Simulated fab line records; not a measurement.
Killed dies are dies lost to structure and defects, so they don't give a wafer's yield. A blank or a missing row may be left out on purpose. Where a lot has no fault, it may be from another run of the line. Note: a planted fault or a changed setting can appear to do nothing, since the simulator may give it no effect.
Lot-split experiment    flow n5_finfet    21 wafers read from 7 lots, route of 1938 steps

## ABOUT THE SPLIT
At N5_BEOL_M7_DESCUM_33 (chemistry O2, time 7 s), the setting time_s was moved away from the recipe's 7 s on 10 of the 21 wafers read, by -19.9% to +22.3%. The other wafers ran this setting at the recipe's value.

## FROM THE SPLIT TO THE READING: what the file shows between them, 1 step
- N5_BEOL_M7_ETCH_72: etches underlayer in N2/H2, target depth 6.5 nm, time 5.2 s

## THE READING
CAR-EUV_of_BEOL_M7_COAT_22.thk_nm (the simulator's own value, which no gauge read), in nm, at N5_BEOL_M7_ETCH_65 (etches SiARC in CF4, target depth 15.6 nm, time 26 s). The file gives no usual value for it. The 11 wafers here that ran the recipe average 11.1 nm, standard deviation 0.18 nm.

wafer   tool, chamber at the split  time_s as run, s  against the recipe  CAR-EUV_of_BEOL_M7_COAT_22.thk_nm, nm  against lot-mates on the recipe
L078.1  rie_diel-02, 1              7                 recipe              11.2                                   -
L078.2  rie_diel-02, 0,3            7                 recipe              11.2                                   -
L078.3  rie_diel-02, 0,3            7                 recipe              11.4                                   -
L081.1  rie_diel-02, 1,3            7.928             +13.3%              10.4                                   -0.4
L081.3  rie_diel-02, 0              7                 recipe              10.8                                   -
L081.6  rie_diel-02, 1,3            7.928             +13.3%              10.6                                   -0.2
L089.3  rie_diel-05, 3              7.724             +10.3%              10.8                                   -0.2
L089.5  rie_diel-05, 2              7                 recipe              11                                     -
L089.6  rie_diel-05, 1              7.724             +10.3%              10.6                                   -0.4
L090.1  rie_diel-02, 1              7                 recipe              11.2                                   -
L090.6  rie_diel-02, 3              7                 recipe              11.2                                   -
L090.5  rie_diel-02, 1              7                 recipe              11                                     -
L096.1  rie_diel-02, 1              7                 recipe              11                                     -
L096.2  rie_diel-02, 3,0            8.563             +22.3%              10.2                                   -0.8
L096.4  rie_diel-02, 3,0            8.563             +22.3%              10.2                                   -0.8
L094.1  rie_diel-06, 3              7                 recipe              11                                     -
L094.2  rie_diel-06, 2,1            8.433             +20.5%              10.4                                   -0.6
L094.5  rie_diel-06, 2,1            8.433             +20.5%              10.4                                   -0.6
L097.1  rie_diel-05, 2,0            5.609             -19.9%              11.6                                   +0.2
L097.3  rie_diel-05, 2,0            5.609             -19.9%              11.6                                   +0.2
L097.2  rie_diel-05, 3              7                 recipe              11.4                                   -
If several chambers appear in one row, that row covers several wafers at once and the file leaves open which wafer was in which chamber.

THE FIT
A straight line over all 21 wafers: CAR-EUV_of_BEOL_M7_COAT_22.thk_nm changes by -0.0344 nm for each +1% of time_s; r = -0.93; the points scatter about the line by 0.16 nm.
The same after taking each lot's own level away (the mean of its wafers on the recipe; 21 wafers): -0.0239 nm for each +1%; r = -0.91; scatter 0.13 nm.
That fit puts the effect of the largest move of time_s on the reading at 0.53 nm.
Across the lots, their own levels run from 10.80 to 11.40 nm, a range of 3.4 times the standard deviation given above.
So the slope is not independent of the lot-to-lot level: the two fits are not the same.
Check: with one of the wafers moved furthest among these (+22.3%) left out of the fit, the line predicts -0.56 nm for it against its lot-mates. It came out at -0.8 nm against them.

## THE OTHER SPLITS THESE WAFERS WENT THROUGH
Before the reading, these wafers also passed through other splits. Each is held against what the fit with the lots' levels taken away leaves over:
other split on the same wafers  wafers away from the commonest value  r with CAR-EUV_of_BEOL_M7_COAT_22.thk_nm (lot level and that fit taken away)
N5_BEOL_M6_EXPOSE_25 dose_mj    3                                     +0.14
N5_BEOL_M6_VIA_ETCH_34 time_s   6                                     -0.22
N5_BEOL_M7_COAT_71 spin_rpm     5                                     +0.03

## THE WHOLE CHAIN: every reading that the file lists as answering this split, in the file's order
step                  what it does                                                 reading                                                                             change (the file's fit)                 r (the file's)
N5_BEOL_M7_DESCUM_33  chemistry O2, time 7 s                                       CAR-EUV_of_BEOL_M7_COAT_22.thk_nm (the simulator's own value, which no gauge read)  -0.0342 nm for each +1% of the setting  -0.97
N5_BEOL_M7_ETCH_72    etches underlayer in N2/H2, target depth 6.5 nm, time 5.2 s  CAR-EUV_of_BEOL_M7_COAT_22.thk_nm (the simulator's own value, which no gauge read)  -0.0269 nm for each +1% of the setting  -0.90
N5_BEOL_M7_ETCH_65    etches SiARC in CF4, target depth 15.6 nm, time 26 s         CAR-EUV_of_BEOL_M7_COAT_22.thk_nm (the simulator's own value, which no gauge read)  -0.0258 nm for each +1% of the setting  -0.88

## FILE'S OWN FIT
CAR-EUV_of_BEOL_M7_COAT_22.thk_nm changes by -0.0258 nm for each +1% of time_s, r = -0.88.
